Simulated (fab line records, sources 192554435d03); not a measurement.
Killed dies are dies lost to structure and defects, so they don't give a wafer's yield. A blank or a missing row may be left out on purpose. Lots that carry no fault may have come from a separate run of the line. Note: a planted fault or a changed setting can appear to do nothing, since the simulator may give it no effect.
Chamber matching || flow n5 finfet || uv cure-03 running N5_BEOL_M7_CURE_75: 3 sister chambers
The step cures SiCOH lowk, time 120 s. 3 wafers are shown with their chamber, then 9 later ones without.

WAFERS WITH THEIR CHAMBER
{"wafer": "L076.5", "chamber": 2, "wafer_temp_C_max": 373.1}
{"wafer": "L081.3", "chamber": 1, "wafer_temp_C_max": 371.3}
{"wafer": "L086.4", "chamber": 0, "wafer_temp_C_max": 373.4}

WAFERS MISSING THEIR CHAMBER
{"wafer": "L087.2", "wafer_temp_C_max": 372.5}
{"wafer": "L087.3", "wafer_temp_C_max": 372.4}
{"wafer": "L087.4", "wafer_temp_C_max": 372.8}
{"wafer": "L089.2", "wafer_temp_C_max": 372.5}
{"wafer": "L089.3", "wafer_temp_C_max": 372.2}
{"wafer": "L089.6", "wafer_temp_C_max": 372.1}
{"wafer": "L097.2", "wafer_temp_C_max": 372.0}
{"wafer": "L097.3", "wafer_temp_C_max": 371.4}
{"wafer": "L097.6", "wafer_temp_C_max": 371.5}

WHICH CHAMBER EACH ONE RAN IN
{"wafer": "L087.2", "from the rows above": "can't be placed: 2 or 0 or 1", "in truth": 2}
{"wafer": "L087.3", "from the rows above": "can't be placed: 2 or 0 or 1", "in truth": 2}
{"wafer": "L087.4", "from the rows above": "can't be placed: 2 or 0 or 1", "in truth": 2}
{"wafer": "L089.2", "from the rows above": "can't be placed: 2 or 0 or 1", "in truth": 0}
{"wafer": "L089.3", "from the rows above": "can't be placed: 1 or 2 or 0", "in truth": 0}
{"wafer": "L089.6", "from the rows above": "can't be placed: 1 or 2 or 0", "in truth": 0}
{"wafer": "L097.2", "from the rows above": "can't be placed: 1 or 2 or 0", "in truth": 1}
{"wafer": "L097.3", "from the rows above": 1, "in truth": 1}
{"wafer": "L097.6", "from the rows above": 1, "in truth": 1}
2 of 9 placed correctly. Unplaceable from these rows: 7, with the true chamber sitting among the candidates in 7. Number placed wrongly: 0.
How it was worked out, from the rows above alone: a wafer's distance from a chamber is the root of the sum, over the readings, of the square of ((its reading less the chamber's mean) divided by the reading's scatter). If the next closest chamber is less than 2 further off than the closest, the wafer can't be placed; otherwise it belongs to the closest. The mean given for a chamber averages the wafers shown for that chamber. The scatter: root of mean squared gap, hidden wafer to nearest shown wafer, with one shown wafer a chamber.
